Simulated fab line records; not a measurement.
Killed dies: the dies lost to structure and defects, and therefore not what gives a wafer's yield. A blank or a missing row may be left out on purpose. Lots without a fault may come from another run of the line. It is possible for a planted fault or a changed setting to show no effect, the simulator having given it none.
Which tool did it? / flow nand_harc / 72 wafers from 24 lots sampled at 5 of the route's 1302 steps

## WHAT EACH GAUGE READ, for each wafer
NHARC_P_GATE_CD_MEAS_91: target cd 2000 nm. Usual: cd_nm reads 2000 nm (standard deviation 3.2).
lot=L074; measured=day 5 20:39; on=cd_sem-02; cd_nm (nm)=1997 2000 2000; flag=
lot=L075; measured=day 6 00:01; on=cd_sem-02; cd_nm (nm)=1999 2002 1997; flag=
lot=L076; measured=day 6 10:02; on=cd_sem-02; cd_nm (nm)=2000 1996 1997; flag=
lot=L077; measured=day 6 23:08; on=cd_sem-01; cd_nm (nm)=2001 2005 2002; flag=
lot=L078; measured=day 7 11:11; on=cd_sem-01; cd_nm (nm)=1998 1997 1995; flag=
lot=L079; measured=day 7 15:55; on=cd_sem-01; cd_nm (nm)=2007 2002 2004; flag=
lot=L080; measured=day 8 08:54; on=cd_sem-01; cd_nm (nm)=2003 2003 1999; flag=
lot=L081; measured=day 8 19:15; on=cd_sem-03; cd_nm (nm)=2003 2005 2007; flag=
lot=L082; measured=day 9 00:20; on=cd_sem-03; cd_nm (nm)=1996 1995 1999; flag=
lot=L083; measured=day 9 19:05; on=cd_sem-01; cd_nm (nm)=2005 2003 2003; flag=
lot=L084; measured=day 9 22:43; on=cd_sem-02; cd_nm (nm)=1997 1995 1998; flag=
lot=L085; measured=day 10 02:38; on=cd_sem-02; cd_nm (nm)=2000 1997 1999; flag=
lot=L086; measured=day 10 14:14; on=cd_sem-02; cd_nm (nm)=1998 1998 2001; flag=
lot=L087; measured=day 11 01:28; on=cd_sem-03; cd_nm (nm)=1997 2001 2000; flag=
lot=L089; measured=day 11 20:13; on=cd_sem-02; cd_nm (nm)=2000 1995 2000; flag=
lot=L088; measured=day 11 22:49; on=cd_sem-02; cd_nm (nm)=2004 2002 2001; flag=
lot=L090; measured=day 12 16:14; on=cd_sem-03; cd_nm (nm)=1996 2000 1996; flag=
lot=L091; measured=day 12 18:34; on=cd_sem-03; cd_nm (nm)=2004 2006 2008; flag=
lot=L092; measured=day 13 04:04; on=cd_sem-03; cd_nm (nm)=2003 2001 1998; flag=
lot=L093; measured=day 13 14:06; on=cd_sem-03; cd_nm (nm)=1999 1999 1999; flag=
lot=L094; measured=day 14 05:41; on=cd_sem-02; cd_nm (nm)=2003 2002 2003; flag=
lot=L095; measured=day 14 09:28; on=cd_sem-03; cd_nm (nm)=2003 1997 1998; flag=
lot=L096; measured=day 14 22:39; on=cd_sem-03; cd_nm (nm)=1999 1997 2000; flag=
lot=L097; measured=day 15 08:13; on=cd_sem-03; cd_nm (nm)=1999 2001 2000; flag=

NHARC_P_M1_INSPECT_11. Usual: raw_defect_count reads 4 (standard deviation 3.1).
lot=L074; measured=day 6 10:02; on=defect_inspect-01; raw_defect_count=3 4 5; flag=
lot=L075; measured=day 6 13:10; on=defect_inspect-01; raw_defect_count=2 7 4; flag=
lot=L076; measured=day 6 23:48; on=defect_inspect-02; raw_defect_count=8 11 6; flag=
lot=L077; measured=day 7 12:14; on=defect_inspect-01; raw_defect_count=4 4 1; flag=
lot=L078; measured=day 8 00:09; on=defect_inspect-01; raw_defect_count=5 2 1; flag=
lot=L079; measured=day 8 05:27; on=defect_inspect-01; raw_defect_count=4 4 2; flag=
lot=L080; measured=day 8 22:47; on=defect_inspect-01; raw_defect_count=1 3 3; flag=
lot=L081; measured=day 9 08:34; on=defect_inspect-02; raw_defect_count=6 5 1; flag=
lot=L082; measured=day 9 13:13; on=defect_inspect-02; raw_defect_count=2 1 2; flag=
lot=L083; measured=day 10 08:04; on=defect_inspect-02; raw_defect_count=2 7 7; flag=
lot=L084; measured=day 10 12:23; on=defect_inspect-02; raw_defect_count=2 7 3; flag=
lot=L085; measured=day 10 15:58; on=defect_inspect-02; raw_defect_count=3 10 15; flag=
lot=L086; measured=day 11 03:20; on=defect_inspect-02; raw_defect_count=2 5 8; flag=
lot=L087; measured=day 11 14:49; on=defect_inspect-02; raw_defect_count=2 2 1; flag=
lot=L089; measured=day 12 09:32; on=defect_inspect-02; raw_defect_count=13 5 17; flag=
lot=L088; measured=day 12 11:53; on=defect_inspect-02; raw_defect_count=5 10 5; flag=
lot=L090; measured=day 13 05:20; on=defect_inspect-01; raw_defect_count=6 4 9; flag=
lot=L091; measured=day 13 07:36; on=defect_inspect-02; raw_defect_count=5 4 4; flag=
lot=L092; measured=day 13 17:38; on=defect_inspect-02; raw_defect_count=3 1 6; flag=
lot=L093; measured=day 14 03:10; on=defect_inspect-01; raw_defect_count=5 3 3; flag=
lot=L094; measured=day 14 18:34; on=defect_inspect-01; raw_defect_count=5 1 0; flag=
lot=L095; measured=day 14 22:16; on=defect_inspect-02; raw_defect_count=3 2 5; flag=
lot=L096; measured=day 15 11:42; on=defect_inspect-01; raw_defect_count=5 10 5; flag=
lot=L097; measured=day 15 21:26; on=defect_inspect-02; raw_defect_count=0 1 3; flag=

NHARC_P_M2_OVL_MEAS_10: pitch 340 nm. Usual: overlay_x_nm -0.1 nm, standard deviation 0.61; overlay_y_nm 0.1 nm, standard deviation 0.89.
lot=L074; measured=day 6 14:08; on=overlay-02; overlay_x_nm (nm)=0.8 0.6 1.1; overlay_y_nm (nm)=0.5 0.2 0.3; flag=
lot=L075; measured=day 6 17:17; on=overlay-02; overlay_x_nm (nm)=-0.1 0.0 0.2; overlay_y_nm (nm)=0.5 0.4 -0.1; flag=
lot=L076; measured=day 7 04:55; on=overlay-02; overlay_x_nm (nm)=0.6 1.0 0.5; overlay_y_nm (nm)=-0.4 -0.2 -0.6; flag=
lot=L077; measured=day 7 16:22; on=overlay-02; overlay_x_nm (nm)=0.2 0.2 0.5; overlay_y_nm (nm)=0.3 -0.4 0.6; flag=
lot=L078; measured=day 8 04:18; on=overlay-02; overlay_x_nm (nm)=0.1 -0.1 -0.6; overlay_y_nm (nm)=0.7 0.1 0.2; flag=
lot=L079; measured=day 8 09:27; on=overlay-02; overlay_x_nm (nm)=-0.6 -0.4 -0.2; overlay_y_nm (nm)=-1.0 -1.1 -0.4; flag=
lot=L080; measured=day 9 02:55; on=overlay-01; overlay_x_nm (nm)=-0.5 -0.3 -0.3; overlay_y_nm (nm)=0.3 0.7 0.5; flag=
lot=L081; measured=day 9 12:40; on=overlay-02; overlay_x_nm (nm)=-0.1 0.0 -0.1; overlay_y_nm (nm)=-0.4 0.7 0.2; flag=
lot=L082; measured=day 9 18:21; on=overlay-01; overlay_x_nm (nm)=-0.3 0.1 0.0; overlay_y_nm (nm)=0.0 -0.3 -0.4; flag=
lot=L083; measured=day 10 12:06; on=overlay-01; overlay_x_nm (nm)=0.0 -0.4 0.1; overlay_y_nm (nm)=2.3 2.5 1.9; flag=
lot=L084; measured=day 10 16:22; on=overlay-01; overlay_x_nm (nm)=-1.0 -0.8 -1.0; overlay_y_nm (nm)=1.2 1.4 1.1; flag=
lot=L085; measured=day 10 20:09; on=overlay-02; overlay_x_nm (nm)=-0.6 -0.7 -1.3; overlay_y_nm (nm)=-2.4 -1.8 -2.4; flag=
lot=L086; measured=day 11 07:26; on=overlay-01; overlay_x_nm (nm)=1.2 0.2 0.2; overlay_y_nm (nm)=0.0 0.0 -0.1; flag=
lot=L087; measured=day 11 18:56; on=overlay-01; overlay_x_nm (nm)=0.3 0.7 0.6; overlay_y_nm (nm)=1.4 0.9 1.2; flag=
lot=L089; measured=day 12 13:38; on=overlay-02; overlay_x_nm (nm)=-0.8 0.6 0.1; overlay_y_nm (nm)=0.9 0.8 0.5; flag=
lot=L088; measured=day 12 16:02; on=overlay-01; overlay_x_nm (nm)=-0.5 -0.4 0.3; overlay_y_nm (nm)=-0.5 -0.2 -0.3; flag=
lot=L090; measured=day 13 09:26; on=overlay-02; overlay_x_nm (nm)=-0.6 -1.0 -0.6; overlay_y_nm (nm)=1.2 0.6 0.5; flag=
lot=L091; measured=day 13 11:44; on=overlay-01; overlay_x_nm (nm)=-0.4 -0.7 -1.0; overlay_y_nm (nm)=0.3 0.7 0.6; flag=
lot=L092; measured=day 13 21:50; on=overlay-01; overlay_x_nm (nm)=0.9 0.1 0.5; overlay_y_nm (nm)=-1.0 -1.0 -1.0; flag=
lot=L093; measured=day 14 07:09; on=overlay-02; overlay_x_nm (nm)=-0.7 -0.7 -1.2; overlay_y_nm (nm)=0.7 1.0 0.6; flag=
lot=L094; measured=day 14 22:35; on=overlay-02; overlay_x_nm (nm)=0.0 0.1 -0.1; overlay_y_nm (nm)=-1.5 -0.9 -1.1; flag=
lot=L095; measured=day 15 02:24; on=overlay-01; overlay_x_nm (nm)=0.3 0.3 0.8; overlay_y_nm (nm)=0.1 0.9 0.5; flag=
lot=L096; measured=day 15 15:41; on=overlay-02; overlay_x_nm (nm)=-0.9 -0.2 -0.9; overlay_y_nm (nm)=-0.2 0.0 -0.1; flag=
lot=L097; measured=day 16 01:53; on=overlay-02; overlay_x_nm (nm)=-0.4 0.0 -0.6; overlay_y_nm (nm)=-0.5 0.1 -0.2; flag=

## EACH LOT AND THE TOOL THAT RAN IT (in order: tool; ch and the chambers of the sampled wafers; start)
lot=L074; NHARC_P_GATE_ETCHBACK_37=rie_diel-04 ch 0,2,3, day 5 20:39 or earlier; NHARC_P_M1_PRE_CLEAN_32=pecvd-04 ch 1,2, day 6 12:44
lot=L075; NHARC_P_GATE_ETCHBACK_37=rie_diel-10 ch 0,2,3, day 6 00:01 or earlier; NHARC_P_M1_PRE_CLEAN_32=pecvd-04 ch 0,1,2, day 6 15:53
lot=L076; NHARC_P_GATE_ETCHBACK_37=rie_diel-04 ch 0,1,2, day 6 10:02 or earlier; NHARC_P_M1_PRE_CLEAN_32=pecvd-01 ch 0,2, day 7 03:38
lot=L077; NHARC_P_GATE_ETCHBACK_37=rie_diel-04 ch 0,1, day 6 23:08 or earlier; NHARC_P_M1_PRE_CLEAN_32=pecvd-04 ch 0,2, day 7 14:57
lot=L078; NHARC_P_GATE_ETCHBACK_37=rie_diel-04 ch 2,3, day 7 11:11 or earlier; NHARC_P_M1_PRE_CLEAN_32=pecvd-03 ch 0,1,2, day 8 02:55
lot=L079; NHARC_P_GATE_ETCHBACK_37=rie_diel-04 ch 0,1, day 7 15:55 or earlier; NHARC_P_M1_PRE_CLEAN_32=pecvd-01 ch 0,2, day 8 08:11
lot=L080; NHARC_P_GATE_ETCHBACK_37=rie_diel-12 ch 0,3, day 8 08:54 or earlier; NHARC_P_M1_PRE_CLEAN_32=pecvd-04 ch 0,1,2, day 9 01:30
lot=L081; NHARC_P_GATE_ETCHBACK_37=rie_diel-10 ch 0,3, day 8 19:15 or earlier; NHARC_P_M1_PRE_CLEAN_32=pecvd-03 ch 1,2, day 9 11:15
lot=L082; NHARC_P_GATE_ETCHBACK_37=rie_diel-10 ch 0,3, day 9 00:20 or earlier; NHARC_P_M1_PRE_CLEAN_32=pecvd-01 ch 0,2, day 9 16:56
lot=L083; NHARC_P_GATE_ETCHBACK_37=rie_diel-12 ch 0,1,3, day 9 19:05 or earlier; NHARC_P_M1_PRE_CLEAN_32=pecvd-01 ch 0,1,2, day 10 10:46
lot=L084; NHARC_P_GATE_ETCHBACK_37=rie_diel-04 ch 0,1,2, day 9 22:43 or earlier; NHARC_P_M1_PRE_CLEAN_32=pecvd-01 ch 0,1,2, day 10 15:05
lot=L085; NHARC_P_GATE_ETCHBACK_37=rie_diel-10 ch 1,2, day 10 02:38 or earlier; NHARC_P_M1_PRE_CLEAN_32=pecvd-04 ch 0,2, day 10 18:45
lot=L086; NHARC_P_GATE_ETCHBACK_37=rie_diel-04 ch 0,2, day 10 14:14 or earlier; NHARC_P_M1_PRE_CLEAN_32=pecvd-01 ch 0,1,2, day 11 06:02
lot=L087; NHARC_P_GATE_ETCHBACK_37=rie_diel-04 ch 1,3, day 11 01:28 or earlier; NHARC_P_M1_PRE_CLEAN_32=pecvd-03 ch 0,1,2, day 11 17:32
lot=L089; NHARC_P_GATE_ETCHBACK_37=rie_diel-10 ch 2,3, day 11 20:13 or earlier; NHARC_P_M1_PRE_CLEAN_32=pecvd-03 ch 0,2, day 12 12:14
lot=L088; NHARC_P_GATE_ETCHBACK_37=rie_diel-04 ch 2,3, day 11 22:49 or earlier; NHARC_P_M1_PRE_CLEAN_32=pecvd-01 ch 0,1, day 12 14:36
lot=L090; NHARC_P_GATE_ETCHBACK_37=rie_diel-04 ch 1,2,3, day 12 16:14 or earlier; NHARC_P_M1_PRE_CLEAN_32=pecvd-03 ch 0,1,2, day 13 08:01
lot=L091; NHARC_P_GATE_ETCHBACK_37=rie_diel-04 ch 1,2, day 12 18:34 or earlier; NHARC_P_M1_PRE_CLEAN_32=pecvd-04 ch 0,2, day 13 10:20
lot=L092; NHARC_P_GATE_ETCHBACK_37=rie_diel-10 ch 0,2,3, day 13 04:04 or earlier; NHARC_P_M1_PRE_CLEAN_32=pecvd-04 ch 0,2, day 13 20:25
lot=L093; NHARC_P_GATE_ETCHBACK_37=rie_diel-12 ch 0,1,3, day 13 14:06 or earlier; NHARC_P_M1_PRE_CLEAN_32=pecvd-04 ch 0,1,2, day 14 05:52
lot=L094; NHARC_P_GATE_ETCHBACK_37=rie_diel-12 ch 0,1,3, day 14 05:41 or earlier; NHARC_P_M1_PRE_CLEAN_32=pecvd-04 ch 0,2, day 14 21:19
lot=L095; NHARC_P_GATE_ETCHBACK_37=rie_diel-10 ch 0,3, day 14 09:28 or earlier; NHARC_P_M1_PRE_CLEAN_32=pecvd-03 ch 0,1,2, day 15 01:00
lot=L096; NHARC_P_GATE_ETCHBACK_37=rie_diel-12 ch 0,2,3, day 14 22:39 or earlier; NHARC_P_M1_PRE_CLEAN_32=pecvd-03 ch 0,1,2, day 15 14:26
lot=L097; NHARC_P_GATE_ETCHBACK_37=rie_diel-04 ch 1,2,3, day 15 08:13 or earlier; NHARC_P_M1_PRE_CLEAN_32=pecvd-01 ch 0,1,2, day 16 00:29
- NHARC_P_GATE_ETCHBACK_37: etches the open film in CHF3/O2, target depth 34.5 nm, time 17.2 s.
- NHARC_P_M1_PRE_CLEAN_32: time 12 s.

## AS READ BY THE TOOLS THEMSELVES (means over the sampled wafers that have a number; for cases with no such wafer, the mark the record gives instead)
NHARC_P_GATE_ETCHBACK_37. Usual: drypump_motor_current_A 5.7 A, standard deviation 0.48; oes_product_au 0.95 a.u., standard deviation 0.036; rf_vpp_V 370.5 V, standard deviation 2; showerhead_plenum_p_Torr 2.40 Torr, standard deviation 0.08; throttle_valve_pct 20.574 %, standard deviation 0.0084.
lot=L074; tool=rie_diel-04; drypump_motor_current_A (A)=5.4; oes_product_au (a.u.)=0.98; rf_vpp_V (V)=370.0; showerhead_plenum_p_Torr (Torr)=2.38; throttle_valve_pct (%)=20.573; flag=
lot=L075; tool=rie_diel-10; drypump_motor_current_A (A)=5.8; oes_product_au (a.u.)=0.93; rf_vpp_V (V)=371.5; showerhead_plenum_p_Torr (Torr)=2.43; throttle_valve_pct (%)=20.580; flag=
lot=L076; tool=rie_diel-04; drypump_motor_current_A (A)=5.5; oes_product_au (a.u.)=0.93; rf_vpp_V (V)=369.9; showerhead_plenum_p_Torr (Torr)=2.39; throttle_valve_pct (%)=20.567; flag=
lot=L077; tool=rie_diel-04; drypump_motor_current_A (A)=5.8; oes_product_au (a.u.)=1.00; rf_vpp_V (V)=370.4; showerhead_plenum_p_Torr (Torr)=2.43; throttle_valve_pct (%)=20.571; flag=
lot=L078; tool=rie_diel-04; drypump_motor_current_A (A)=5.1; oes_product_au (a.u.)=0.98; rf_vpp_V (V)=368.5; showerhead_plenum_p_Torr (Torr)=2.34; throttle_valve_pct (%)=20.572; flag=
lot=L079; tool=rie_diel-04; drypump_motor_current_A (A)=5.9; oes_product_au (a.u.)=0.93; rf_vpp_V (V)=370.3; showerhead_plenum_p_Torr (Torr)=2.43; throttle_valve_pct (%)=20.574; flag=
lot=L080; tool=rie_diel-12; drypump_motor_current_A (A)=5.6; oes_product_au (a.u.)=0.93; rf_vpp_V (V)=369.4; showerhead_plenum_p_Torr (Torr)=2.39; throttle_valve_pct (%)=20.571; flag=
lot=L081; tool=rie_diel-10; drypump_motor_current_A (A)=6.0; oes_product_au (a.u.)=0.94; rf_vpp_V (V)=371.5; showerhead_plenum_p_Torr (Torr)=2.45; throttle_valve_pct (%)=20.565; flag=
lot=L082; tool=rie_diel-10; drypump_motor_current_A (A)=6.2; oes_product_au (a.u.)=0.96; rf_vpp_V (V)=371.5; showerhead_plenum_p_Torr (Torr)=2.46; throttle_valve_pct (%)=20.581; flag=
lot=L083; tool=rie_diel-12; drypump_motor_current_A (A)=5.6; oes_product_au (a.u.)=0.92; rf_vpp_V (V)=370.7; showerhead_plenum_p_Torr (Torr)=2.39; throttle_valve_pct (%)=20.574; flag=
lot=L084; tool=rie_diel-04; drypump_motor_current_A (A)=5.5; oes_product_au (a.u.)=0.99; rf_vpp_V (V)=369.8; showerhead_plenum_p_Torr (Torr)=2.39; throttle_valve_pct (%)=20.572; flag=
lot=L085; tool=rie_diel-10; drypump_motor_current_A (A)=5.4; oes_product_au (a.u.)=0.93; rf_vpp_V (V)=368.4; showerhead_plenum_p_Torr (Torr)=2.34; throttle_valve_pct (%)=20.577; flag=
lot=L086; tool=rie_diel-04; drypump_motor_current_A (A)=5.0; oes_product_au (a.u.)=0.93; rf_vpp_V (V)=368.2; showerhead_plenum_p_Torr (Torr)=2.31; throttle_valve_pct (%)=20.565; flag=
lot=L087; tool=rie_diel-04; drypump_motor_current_A (A)=6.0; oes_product_au (a.u.)=0.92; rf_vpp_V (V)=372.6; showerhead_plenum_p_Torr (Torr)=2.48; throttle_valve_pct (%)=20.573; flag=
lot=L089; tool=rie_diel-10; drypump_motor_current_A (A)=5.9; oes_product_au (a.u.)=1.01; rf_vpp_V (V)=371.4; showerhead_plenum_p_Torr (Torr)=2.43; throttle_valve_pct (%)=20.574; flag=
lot=L088; tool=rie_diel-04; drypump_motor_current_A (A)=5.5; oes_product_au (a.u.)=0.93; rf_vpp_V (V)=370.5; showerhead_plenum_p_Torr (Torr)=2.40; throttle_valve_pct (%)=20.584; flag=
lot=L090; tool=rie_diel-04; drypump_motor_current_A (A)=5.6; oes_product_au (a.u.)=0.93; rf_vpp_V (V)=370.7; showerhead_plenum_p_Torr (Torr)=2.41; throttle_valve_pct (%)=20.571; flag=
lot=L091; tool=rie_diel-04; drypump_motor_current_A (A)=5.7; oes_product_au (a.u.)=0.92; rf_vpp_V (V)=370.1; showerhead_plenum_p_Torr (Torr)=2.43; throttle_valve_pct (%)=20.576; flag=
lot=L092; tool=rie_diel-10; drypump_motor_current_A (A)=5.8; oes_product_au (a.u.)=1.01; rf_vpp_V (V)=370.7; showerhead_plenum_p_Torr (Torr)=2.42; throttle_valve_pct (%)=20.575; flag=
lot=L093; tool=rie_diel-12; drypump_motor_current_A (A)=5.6; oes_product_au (a.u.)=1.00; rf_vpp_V (V)=369.9; showerhead_plenum_p_Torr (Torr)=2.39; throttle_valve_pct (%)=20.579; flag=
lot=L094; tool=rie_diel-12; drypump_motor_current_A (A)=5.6; oes_product_au (a.u.)=0.92; rf_vpp_V (V)=370.0; showerhead_plenum_p_Torr (Torr)=2.39; throttle_valve_pct (%)=20.576; flag=
lot=L095; tool=rie_diel-10; drypump_motor_current_A (A)=6.2; oes_product_au (a.u.)=0.95; rf_vpp_V (V)=373.1; showerhead_plenum_p_Torr (Torr)=2.45; throttle_valve_pct (%)=20.568; flag=
lot=L096; tool=rie_diel-12; drypump_motor_current_A (A)=5.5; oes_product_au (a.u.)=0.91; rf_vpp_V (V)=371.0; showerhead_plenum_p_Torr (Torr)=2.40; throttle_valve_pct (%)=20.569; flag=
lot=L097; tool=rie_diel-04; drypump_motor_current_A (A)=5.6; oes_product_au (a.u.)=0.92; rf_vpp_V (V)=370.5; showerhead_plenum_p_Torr (Torr)=2.41; throttle_valve_pct (%)=20.575; flag=

NHARC_P_M1_PRE_CLEAN_32. Usual: heater_power_w reads 643 W (standard deviation 58).
lot=L074; tool=pecvd-04; heater_power_w (W)=755; flag=
lot=L075; tool=pecvd-04; heater_power_w (W)=694; flag=
lot=L076; tool=pecvd-01; heater_power_w (W)=574; flag=
lot=L077; tool=pecvd-04; heater_power_w (W)=684; flag=
lot=L078; tool=pecvd-03; heater_power_w (W)=626; flag=
lot=L079; tool=pecvd-01; heater_power_w (W)=561; flag=
lot=L080; tool=pecvd-04; heater_power_w (W)=689; flag=
lot=L081; tool=pecvd-03; heater_power_w (W)=680; flag=
lot=L082; tool=pecvd-01; heater_power_w (W)=582; flag=
lot=L083; tool=pecvd-01; heater_power_w (W)=562; flag=
lot=L084; tool=pecvd-01; heater_power_w (W)=570; flag=
lot=L085; tool=pecvd-04; heater_power_w (W)=679; flag=
lot=L086; tool=pecvd-01; heater_power_w (W)=599; flag=
lot=L087; tool=pecvd-03; heater_power_w (W)=696; flag=
lot=L089; tool=pecvd-03; heater_power_w (W)=622; flag=
lot=L088; tool=pecvd-01; heater_power_w (W)=624; flag=
lot=L090; tool=pecvd-03; heater_power_w (W)=682; flag=
lot=L091; tool=pecvd-04; heater_power_w (W)=655; flag=
lot=L092; tool=pecvd-04; heater_power_w (W)=654; flag=
lot=L093; tool=pecvd-04; heater_power_w (W)=671; flag=
lot=L094; tool=pecvd-04; heater_power_w (W)=624; flag=
lot=L095; tool=pecvd-03; heater_power_w (W)=677; flag=
lot=L096; tool=pecvd-03; heater_power_w (W)=675; flag=
lot=L097; tool=pecvd-01; heater_power_w (W)=598; flag=

## THE ANSWER, worked out from the rows above alone
Rule: a lot is off if the mean of its wafers that have a number lies more than 3 standard deviations from the usual mean. Also off: a lot with no number at a reading for which 4 or more lots have one. The other lots that the step has rows for count as sound. After the gauges, taken in route order, come the tools' own readings; for these a lot's mean is taken, as printed above. The first step at which some lot is off is used, and at that step the reading that is off furthest; a lot without a number counts as furthest.
Nothing can be told from this: no lot is off at any reading shown.

## WHAT WAS PUT IN BY THE SIMULATOR
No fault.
